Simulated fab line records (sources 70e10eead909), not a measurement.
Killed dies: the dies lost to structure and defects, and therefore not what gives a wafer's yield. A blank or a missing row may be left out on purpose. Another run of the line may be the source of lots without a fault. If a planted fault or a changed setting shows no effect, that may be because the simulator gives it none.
fab line records    flow nand_harc
[record] lots = 12  wafers = 36  last_day = 34
route steps=1302 shown A_STAIRCASE@672 END@1302
lots that met no fault: taken from a fault-free run of the same line
start_h: start of the lot's first displayed wafer, in hours after the record's first day    wait_h: hours elapsed since this lot's preceding step    " unchanged from the row above    L1.1+2: a single row standing in for several wafers    - no value, or no start given    * or withheld: withheld    < > ~ a bound
route shown NAME@n: a module of which the file shows steps, and the number in the route of the first    usual: the fault-free wafers' mean and standard deviation    same: alike in all rows    chamber/n: place in a boat    sites: per-site readings    _std_site: standard deviation of those values    _edge_site: outer sites' mean less inner sites'    radius_mm: for every site, how far away it sits from the centre of the wafer    mask NAME#n: copy n    behind: the tool/chamber that last shaped the wafer    hold: the reason the lot was held/the length of the hold in hours/how it ended    device: the transistor (n, p or np) that didn't switch    end of line: at the end of the route, the tests of the same wafers    for a step that has no rows: nothing shown but its recipe    killed: count of dies lost to structure and defects at first sort (not the wafer's yield)    map: a wafer's dies, marking killed ones x, the rest . and places with no die _
set.NAME: the setting as run; set.NAME@STEP: as run at that earlier step    model.NAME: the simulator's own value behind a step, which no gauge read
route steps across a sampled set of lots; one table per step, one row per wafer
services: when a tool's chamber went out of use (start_h, in hours from the record's first day, below 0 if earlier), for how many hours, and the reason
[[steps]]
[step NHARC_A_STAIRCASE_TRIM_16]
[recipe] time_s = 211.2  o2_flow_sccm = 500  ar_flow_sccm = 0  bias_w = 0  chemistry = O2
[usual] drypump_motor_current_A = 5.9/0.41  oes_product_au = 1.004/0.0074  rf_vpp_V = 57.7/0.88  showerhead_plenum_p_Torr = 3.51/0.14  throttle_valve_pct = 17.036/0.009
lot.wafer  tool         chamber  start_h  wait_h  drypump_motor_current_A  oes_product_au  rf_hours_counter_h  rf_vpp_V  showerhead_plenum_p_Torr  throttle_valve_pct
L419.2     rie_diel-03  0        -        -       6.2                      0.994           30                  57.1      3.79                      17.059
L419.3     "            2        "        "       6.8                      1.005           25                  59.0      3.61                      17.023
L419.6     "            3        "        "       6.1                      1.016           -                   57.6      3.64                      17.025
L423.1     rie_diel-04  2        -        -       6.0                      1.014           12                  57.2      3.36                      17.024
L423.6     "            2        "        "       6.0                      1.013           -                   56.7      3.36                      17.051
L423.5     "            3        "        "       5.7                      1.004           -                   57.7      3.33                      17.031
L424.1     rie_diel-04  1        -        -       6.4                      1.004           19                  57.1      3.51                      17.027
L424.4     "            3        "        "       5.7                      1.005           25                  57.8      3.33                      17.040
L424.5     "            0        "        "       5.4                      1.010           -                   56.3      3.45                      17.043
L428.1     rie_diel-04  0        -        -       5.4                      1.017           27                  58.0      3.45                      17.046
L428.2     "            2        "        "       6.0                      1.009           27                  57.8      3.35                      17.040
L428.6     "            1        "        "       6.4                      1.006           -                   56.9      3.51                      17.028
L426.2     rie_diel-10  1        -        -       5.8                      1.008           2                   58.3      3.74                      17.043
L426.3     "            2        "        "       6.4                      1.004           2                   56.2      3.39                      17.039
L426.5     "            1        "        "       5.9                      1.007           -                   58.0      3.73                      17.053
L430.1     rie_diel-04  3        -        -       5.7                      0.994           36                  57.8      3.32                      17.039
L430.5     "            1        "        "       6.4                      1.000           -                   58.2      3.50                      17.061
L430.4     "            3        "        "       5.7                      0.994           -                   57.5      3.32                      17.020
L433.3     rie_diel-04  1        -        -       6.4                      0.999           53                  58.1      3.49                      17.041
L433.1     "            3        "        "       5.7                      1.001           55                  56.1      3.31                      17.049
L433.5     "            1        "        "       6.4                      0.993           -                   57.8      3.49                      17.029
L435.1     rie_diel-03  0        -        -       6.1                      0.996           11                  58.0      3.76                      17.027
L435.2     "            1        "        "       5.2                      1.005           13                  58.1      3.77                      17.043
L435.6     "            1        "        "       5.2                      1.001           -                   58.5      3.77                      17.031
L432.3     rie_diel-10  2        -        -       6.4                      1.008           26                  58.2      3.37                      17.039
L432.2     "            0        "        "       5.9                      1.003           11                  57.6      3.53                      17.038
L432.5     "            1        "        "       5.8                      0.989           -                   57.5      3.72                      17.039
L434.4     rie_diel-04  3        -        -       5.7                      0.997           56                  57.5      3.31                      17.042
L434.3     "            1        "        "       6.3                      1.003           54                  57.3      3.49                      17.032
L434.5     "            3        "        "       5.7                      0.999           -                   58.2      3.31                      17.027
L436.2     rie_diel-10  1        -        -       5.8                      1.019           36                  59.0      3.72                      17.041
L436.5     "            0        "        "       5.9                      1.022           -                   57.0      3.52                      17.016
L436.6     "            1        "        "       5.8                      1.013           -                   57.8      3.72                      17.038
L441.2     rie_diel-04  0        -        -       5.4                      1.013           19                  58.3      3.42                      17.033
L441.4     "            1        "        "       6.4                      0.996           20                  57.8      3.48                      17.038
L441.1     "            3        "        "       5.7                      0.989           14                  56.1      3.30                      17.034
[step NHARC_A_STAIRCASE_DESCUM_186]
[recipe] time_s = 3  o2_flow_sccm = 200  ar_flow_sccm = 0  bias_power_w = 0  chemistry = O2
[usual] drypump_motor_current_A = 5.9/0.45  oes_product_au = 1.003/0.0072  rf_vpp_V = 57.8/0.98  showerhead_plenum_p_Torr = 1.91/0.088  throttle_valve_pct = 11.312/0.0086
lot.wafer  tool         chamber  start_h  wait_h  drypump_motor_current_A  oes_product_au  rf_hours_counter_h  rf_vpp_V  showerhead_plenum_p_Torr  throttle_valve_pct
L419.3     rie_diel-04  3        373.31   -       5.7                      1.008           1                   57.4      1.80                      11.302
L419.2     "            1        "        "       6.4                      0.999           1                   56.3      1.91                      11.314
L419.6     "            3        "        "       5.7                      0.993           -                   57.1      1.80                      11.330
L423.1     rie_diel-10  2        396.19   -       6.3                      1.011           52                  57.3      1.84                      11.313
L423.5     "            2        "        "       6.3                      1.018           -                   57.2      1.84                      11.318
L423.6     "            3        "        "       5.3                      1.009           -                   59.6      1.93                      11.318
L424.4     rie_diel-04  3        425.28   -       5.7                      1.002           26                  56.9      1.80                      11.327
L424.1     "            0        "        "       5.4                      1.014           24                  57.8      1.87                      11.309
L424.5     "            1        "        "       6.3                      1.006           -                   57.4      1.90                      11.311
L428.2     rie_diel-04  1        442.27   -       6.3                      0.997           25                  55.8      1.90                      11.317
L428.1     "            2        "        "       6.0                      1.004           28                  57.5      1.81                      11.303
L428.6     "            1        "        "       6.4                      1.002           -                   56.7      1.90                      11.311
L426.3     rie_diel-03  1        443.15   -       5.2                      1.012           49                  57.8      2.06                      11.317
L426.2     "            2        "        "       6.8                      1.008           44                  59.0      1.96                      11.300
L426.5     "            2        "        "       6.8                      1.005           -                   57.3      1.96                      11.307
L430.1     rie_diel-10  2        462.12   -       6.3                      1.012           11                  57.7      1.83                      11.330
L430.5     "            2        "        "       6.4                      0.995           -                   57.9      1.83                      11.306
L430.4     "            1        "        "       5.8                      1.006           -                   58.5      2.03                      11.323
L433.3     rie_diel-10  2        512.29   -       6.4                      0.994           27                  58.7      1.82                      11.294
L433.1     "            1        "        "       5.8                      0.994           27                  59.3      2.02                      11.316
L433.5     "            3        "        "       5.3                      0.997           -                   57.4      1.92                      11.317
L435.1     rie_diel-03  0        512.44   -       6.1                      0.999           11                  58.2      2.05                      11.311
L435.2     "            2        "        "       6.9                      1.000           6                   57.1      1.95                      11.316
L435.6     "            1        "        "       5.2                      1.005           -                   58.3      2.05                      11.300
L432.2     rie_diel-10  0        512.89   -       5.9                      1.008           12                  55.9      1.91                      11.310
L432.3     "            1        "        "       5.9                      1.011           28                  57.8      2.03                      11.315
L432.5     "            0        "        "       5.9                      1.011           -                   57.2      1.91                      11.308
L434.4     rie_diel-10  1        516.17   -       5.8                      0.993           29                  59.0      2.02                      11.318
L434.3     "            2        "        "       6.3                      1.007           28                  57.9      1.82                      11.311
L434.5     "            2        "        "       6.4                      1.003           -                   56.7      1.82                      11.323
L436.2     rie_diel-04  0        542.47   -       5.4                      1.004           0                   57.7      1.86                      11.291
L436.6     "            0        "        "       5.4                      1.009           -                   57.2      1.86                      11.297
L436.5     "            1        "        "       6.4                      1.005           -                   57.7      1.89                      11.315
L441.1     rie_diel-04  0        603.17   -       5.4                      0.998           20                  58.4      1.85                      11.311
L441.4     "            1        "        "       6.4                      1.011           21                  57.6      1.88                      11.307
L441.2     "            2        "        "       6.0                      1.000           18                  57.3      1.80                      11.325
[step NHARC_A_STAIRCASE_ETCH_188]
[recipe] target_depth_a = 1000  time_s = 40.5  ion_energy_ev = 400  c4f8_flow_sccm = 20  o2_flow_sccm = 10  ar_flow_sccm = withheld  rf_w = 600  bias_w = 1000  chemistry = C4F8/O2
[usual] bias_w = 1000.6/2.8  chamber_pressure_mTorr = 25.002/0.022  oes_product_au = 0.944/0.014  rf_vpp_V = 896/5.5
lot.wafer  tool         chamber  start_h  wait_h  bias_w  chamber_pressure_mTorr  oes_product_au  rf_hours_counter_h  rf_vpp_V
L419.3     rie_diel-04  1        373.55   -       1003.2  25.010                  0.952           1                   895
L419.2     "            3        "        "       1000.7  24.979                  0.944           1                   888
L419.6     "            1        "        "       1003.7  24.984                  0.940           -                   896
L423.1     rie_diel-10  2        396.44   -       1000.3  24.992                  0.952           52                  891
L423.6     "            0        "        "       1007.9  25.000                  0.950           -                   896
L423.5     "            1        "        "       1001.7  24.967                  0.965           -                   903
L424.1     rie_diel-04  2        425.51   -       1000.1  25.012                  0.947           23                  889
L424.4     "            0        "        "       1000.3  25.021                  0.975           24                  893
L424.5     "            1        "        "       998.8   25.004                  0.949           -                   895
L428.2     rie_diel-04  1        442.52   -       1001.0  25.015                  0.950           25                  896
L428.1     "            2        "        "       998.6   24.980                  0.945           28                  889
L428.6     "            3        "        "       997.3   24.982                  0.939           -                   889
L426.2     rie_diel-03  3        443.39   -       998.0   24.999                  0.970           56                  900
L426.3     "            2        "        "       999.1   25.017                  0.949           44                  898
L426.5     "            3        "        "       1002.7  24.996                  0.962           -                   900
L430.1     rie_diel-10  1        462.84   -       1001.8  25.015                  0.919           12                  902
L430.4     "            2        "        "       998.6   25.019                  0.934           -                   891
L430.5     "            3        "        "       1000.5  24.977                  0.940           -                   897
L433.1     rie_diel-10  3        512.58   -       -       -                       -               -                   -
L433.3     "            0        "        "       -       -                       -               -                   -
L433.5     "            3        "        "       -       -                       -               -                   -
L435.2     rie_diel-03  3        512.74   -       -       -                       -               -                   -
L435.1     "            0        "        "       -       -                       -               -                   -
L435.6     "            2        "        "       -       -                       -               -                   -
L432.3     rie_diel-10  0        513.51   -       -       -                       -               -                   -
L432.2     "            2        "        "       -       -                       -               -                   -
L432.5     "            3        "        "       -       -                       -               -                   -
L434.4     rie_diel-10  0        516.41   -       996.6   25.016                  0.978           14                  895
L434.3     "            2        "        "       997.0   24.958                  0.945           28                  891
L434.5     "            0        "        "       999.2   25.013                  0.978           -                   894
L436.2     rie_diel-04  1        542.73   -       997.1   25.003                  0.947           0                   894
L436.6     "            1        "        "       1000.3  25.004                  0.956           -                   896
L436.5     "            2        "        "       1004.1  24.977                  0.954           -                   889
L441.4     rie_diel-04  0        603.40   -       1001.9  25.016                  0.952           21                  892
L441.2     "            2        "        "       1002.0  25.002                  0.965           18                  889
L441.1     "            3        "        "       1001.3  24.998                  0.947           15                  888
[step NHARC_A_STAIRCASE_ETCH_194]
[recipe] target_depth_a = 1000  time_s = 40.5  ion_energy_ev = 400  c4f8_flow_sccm = 20  o2_flow_sccm = 10  ar_flow_sccm = withheld  rf_w = 600  bias_w = 1000  chemistry = C4F8/O2
[usual] bias_w = 1000/3.1  chamber_pressure_mTorr = 25.000/0.021  oes_product_au = 0.945/0.0097  rf_vpp_V = 896/5.4
lot.wafer  tool         chamber  start_h  wait_h  bias_w  chamber_pressure_mTorr  oes_product_au  rf_hours_counter_h  rf_vpp_V
L419.3     rie_diel-04  2        -        -       998     24.948                  0.956           4                   891
L419.2     "            1        "        "       998     24.966                  0.957           4                   895
L419.6     "            3        "        "       1002    25.043                  0.940           -                   890
L423.1     rie_diel-10  2        -        -       998     25.013                  0.940           53                  890
L423.6     "            0        "        "       997     24.990                  0.959           -                   895
L423.5     "            1        "        "       999     25.012                  0.957           -                   902
L424.4     rie_diel-04  2        -        -       1001    24.988                  0.952           23                  888
L424.1     "            0        "        "       1001    25.013                  0.946           24                  893
L424.5     "            1        "        "       1001    24.979                  0.948           -                   896
L428.1     rie_diel-04  2        -        -       1002    25.010                  0.947           28                  890
L428.2     "            3        "        "       1002    25.007                  0.945           31                  888
L428.6     "            1        "        "       1000    25.023                  0.954           -                   896
L426.2     rie_diel-03  2        -        -       1002    25.004                  0.952           46                  899
L426.3     "            3        "        "       1000    24.997                  0.944           58                  900
L426.5     "            1        "        "       996     25.022                  0.930           -                   906
L430.1     rie_diel-10  2        -        -       1001    24.995                  0.945           16                  891
L430.4     "            0        "        "       1003    24.981                  0.951           1                   898
L430.5     "            2        "        "       1000    25.005                  0.949           -                   892
L435.2     rie_diel-03  2        -        -       1000    24.970                  0.943           7                   899
L435.1     "            3        "        "       998     25.002                  0.947           15                  898
L435.6     "            2        "        "       1004    24.998                  0.953           -                   898
L433.1     rie_diel-10  3        -        -       1003    25.010                  0.947           28                  896
L433.3     "            1        "        "       995     25.001                  0.944           28                  902
L433.5     "            2        "        "       1000    24.980                  0.949           -                   891
L432.2     rie_diel-10  0        -        -       1003    25.005                  0.954           13                  896
L432.3     "            1        "        "       1004    24.979                  0.937           29                  903
L432.5     "            3        "        "       1001    25.002                  0.944           -                   896
L434.4     rie_diel-10  2        -        -       992     24.999                  0.951           29                  891
L434.3     "            3        "        "       1003    25.038                  0.936           29                  897
L434.5     "            1        "        "       1002    25.004                  0.937           -                   903
L436.2     rie_diel-04  2        -        -       1006    24.994                  0.921           1                   888
L436.6     "            2        "        "       1001    25.007                  0.937           -                   890
L436.5     "            3        "        "       1000    24.994                  0.931           -                   887
L441.1     rie_diel-04  1        -        -       1002    24.989                  0.968           22                  895
L441.4     "            2        "        "       1000    25.011                  0.943           18                  890
L441.2     "            0        "        "       995     24.979                  0.952           21                  891
[step NHARC_END_SORT_01]
[recipe] temp_c = 25
[usual] killed_at_array = 63/18  killed_at_other = 1.1/1.3  killed_at_periphery = 4.3/2.8  killed_dies = 68/18  killed_open = 3.3/2  killed_short = 2.4/1.6
[same] gross_dies = 677
lot.wafer  tool       chamber  start_h  wait_h  killed_at_array  killed_at_other  killed_at_periphery  killed_dies  killed_open  killed_short
L430.1     prober-02  0        736.86   2.5     52               1                8                    61           6            2
L430.4     prober-02  0        739.29   3.4     66               0                3                    69           3            3
L430.5     prober-02  0        740.10   3.7     60               0                4                    64           6            1
L435.1     prober-02  0        752.50   2.5     676              0                1                    677          2            5
L435.2     prober-02  0        753.30   2.8     673              0                4                    677          3            3
L435.6     prober-02  0        756.48   4.0     672              1                4                    677          2            4
L432.2     prober-01  0        761.02   2.8     675              0                2                    677          1            5
L432.3     prober-01  0        761.83   3.1     669              2                6                    677          10           2
L432.5     prober-01  0        763.45   3.7     676              1                0                    677          1            2
L433.1     prober-01  0        768.13   2.5     674              0                3                    677          2            1
L433.3     prober-01  0        769.72   3.1     675              2                0                    677          3            1
L433.5     prober-01  0        771.31   3.7     674              1                2                    677          3            4
// killed by level:class
L430.1 A_SLIT:chamber_film_flake=26 A_CHANNEL_HOLE_D2:chamber_film_flake=10 A_CONTACT:chamber_film_flake=7 P_M1:geometric_particle:open=2 P_CONTACT:chamber_film_flake=2 A_CHANNEL_HOLE_D1:chamber_film_flake=2 P_CONTACT:geometric_particle:open=1 A_ONON_D2:geometric_particle:short=1
L430.4 A_SLIT:chamber_film_flake=34 A_CONTACT:chamber_film_flake=8 A_CHANNEL_HOLE_D2:chamber_film_flake=7 A_CHANNEL_HOLE_D1:chamber_film_flake=6 A_STAIRCASE:chamber_film_flake=3 A_WL_FILL:chamber_film_flake=3 P_CONTACT:geometric_particle:short=1 A_ONON_D1:geometric_particle:open=1
L430.5 A_SLIT:chamber_film_flake=29 A_CHANNEL_HOLE_D2:chamber_film_flake=13 A_CONTACT:chamber_film_flake=9 A_CHANNEL_HOLE_D1:chamber_film_flake=3 P_CONTACT:geometric_particle:open=2 P_GATE:geometric_particle:open=1 P_M2:geometric_particle:open=1 A_CHANNEL_HOLE_D2:geometric_particle:open=1
L435.1 A_STAIRCASE:area_etch=591 A_CHANNEL_HOLE_D1:chamber_film_flake=38 A_SLIT:chamber_film_flake=28 A_CONTACT:chamber_film_flake=5 A_SGD_CUT:geometric_particle:short=2 A_CHANNEL_FILL_D2:chamber_film_flake=2 A_STAIRCASE:chamber_film_flake=2 A_ONON_D1:geometric_particle:open=1
L435.2 A_STAIRCASE:area_etch=590 A_SLIT:chamber_film_flake=36 A_CHANNEL_HOLE_D1:chamber_film_flake=34 A_CONTACT:chamber_film_flake=6 P_GATE:geometric_particle:open=1 P_M2:geometric_particle:open=1 A_DECK1_JOINT:geometric_particle:open=1 A_CHANNEL_FILL_D2:geometric_particle:short=1
L435.6 A_STAIRCASE:area_etch=597 A_SLIT:chamber_film_flake=34 A_CHANNEL_HOLE_D1:chamber_film_flake=29 A_CONTACT:chamber_film_flake=4 A_CHANNEL_FILL_D2:geometric_particle:short=2 P_CONTACT:chamber_film_flake=2 P_CONTACT:geometric_particle:open=1 A_ONON_D1:geometric_particle:short=1
L432.2 A_STAIRCASE:area_etch=598 A_CHANNEL_HOLE_D1:chamber_film_flake=33 A_SLIT:chamber_film_flake=30 A_CONTACT:chamber_film_flake=5 A_WL_FILL:geometric_particle:short=4 A_STAIRCASE:chamber_film_flake=2 P_M2:geometric_particle:open=1 A_ONON_D1:geometric_particle:short=1
L432.3 A_STAIRCASE:area_etch=603 A_CHANNEL_HOLE_D1:chamber_film_flake=31 A_SLIT:chamber_film_flake=20 P_M0:geometric_particle:open=3 A_STAIRCASE:chamber_film_flake=3 A_CONTACT:chamber_film_flake=3 A_WL_FILL:geometric_particle:open=2 A_BLC:geometric_particle:open=2
L432.5 A_STAIRCASE:area_etch=608 A_CHANNEL_HOLE_D1:chamber_film_flake=33 A_SLIT:chamber_film_flake=26 A_ZERO_WELL:chamber_film_flake=2 A_WL_FILL:chamber_film_flake=2 A_ONON_D1:geometric_particle:short=1 A_CHANNEL_FILL_D1:geometric_particle:short=1 A_WL_FILL:geometric_particle:open=1
L433.1 A_STAIRCASE:area_etch=633 A_CHANNEL_HOLE_D2:chamber_film_flake=22 A_CONTACT:chamber_film_flake=6 A_CHANNEL_HOLE_D1:chamber_film_flake=5 A_STAIRCASE:chamber_film_flake=3 A_SLIT:chamber_film_flake=3 P_M0:geometric_particle:short=1 A_CHANNEL_FILL_D2:geometric_particle:open=1
L433.3 A_STAIRCASE:area_etch=634 A_CHANNEL_HOLE_D2:chamber_film_flake=21 A_CHANNEL_HOLE_D1:chamber_film_flake=6 A_SLIT:chamber_film_flake=5 A_ZERO_WELL:chamber_film_flake=3 A_CHANNEL_FILL_D1:geometric_particle:open=1 A_CHANNEL_FILL_D1:geometric_particle:short=1 A_CHANNEL_FILL_D2:geometric_particle:open=1
L433.5 A_STAIRCASE:area_etch=631 A_CHANNEL_HOLE_D2:chamber_film_flake=16 A_CHANNEL_HOLE_D1:chamber_film_flake=11 A_SLIT:chamber_film_flake=4 A_WL_FILL:chamber_film_flake=4 A_CONTACT:chamber_film_flake=2 P_CONTACT:geometric_particle:short=1 P_CONTACT:geometric_particle:open=1
[[services]]
tool         chamber  start_h  hours  kind
rie_diel-04  -        355.03   9.0    pm
rie_diel-04  0        355.03   9.0    vent_cycle
rie_diel-04  1        355.03   9.0    vent_cycle
rie_diel-04  2        355.03   9.0    vent_cycle
rie_diel-04  3        355.03   9.0    vent_cycle
rie_diel-04  0        364.03   -      clean
rie_diel-04  0        364.03   -      consumable_replace:focus_ring
rie_diel-04  1        364.03   -      clean
rie_diel-04  2        364.03   -      clean
rie_diel-04  3        364.03   -      clean
rie_diel-10  1        378.57   7.1    repair
rie_diel-03  2        388.47   3.9    repair
rie_diel-04  0        389.51   -      clean
rie_diel-10  0        408.18   57.3   repair
rie_diel-10  -        421.20   9.0    pm
rie_diel-04  3        426.47   1.7    repair
rie_diel-04  2        445.86   34.0   repair
rie_diel-03  -        460.74   9.0    pm
rie_diel-03  0        475.38   9.6    repair
rie_diel-03  2        490.23   16.0   repair
rie_diel-04  0        505.96   4.3    repair
rie_diel-04  2        523.84   18.4   repair
rie_diel-04  -        532.03   9.0    pm
rie_diel-10  -        598.20   9.0    pm
[[key]]
[first_sign] step = NHARC_A_STAIRCASE_ETCH_188  reading = tool_record  direction = missing
[effect] step = NHARC_END_SORT_01  reading = killed_at_array  direction = up  sigmas = 35  usual = 63  struck = 674
[more_kills_born_at] NHARC_A_STAIRCASE_ETCH_188@rie_diel-10 = 3705  NHARC_A_STAIRCASE_ETCH_188@rie_diel-03 = 1778
met_at NHARC_A_STAIRCASE_ETCH_188
struck_lots L432,L433,L435
later_rows_left_out L432.2,L432.3,L432.5,L433.1,L433.3,L433.5,L435.1,L435.2,L435.6
tester_left_out L432,L433,L435
not_acting_at NHARC_A_STAIRCASE_TRIM_16,NHARC_A_STAIRCASE_DESCUM_186,NHARC_A_STAIRCASE_ETCH_194
onset_between 462.84 512.58
[fault] kind = skipped_step_whole  tool = rie_diel-03,rie_diel-10  chamber = -  onset_h = 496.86  steps = NHARC_A_STAIRCASE_ETCH_188  scope = struck_lots_only
// tester_left_out: of these lots the tester's yield and bins aren't shown, on N5 and GAA mostly nor the transistor test; their killed dies are dies lost to structure and defects alone, not to doping, threshold or leakage, so they don't give the yield
// later_rows_left_out: the simulator's readings of these wafers behind a module that went badly wrong aren't trusted and aren't shown, but for the sort
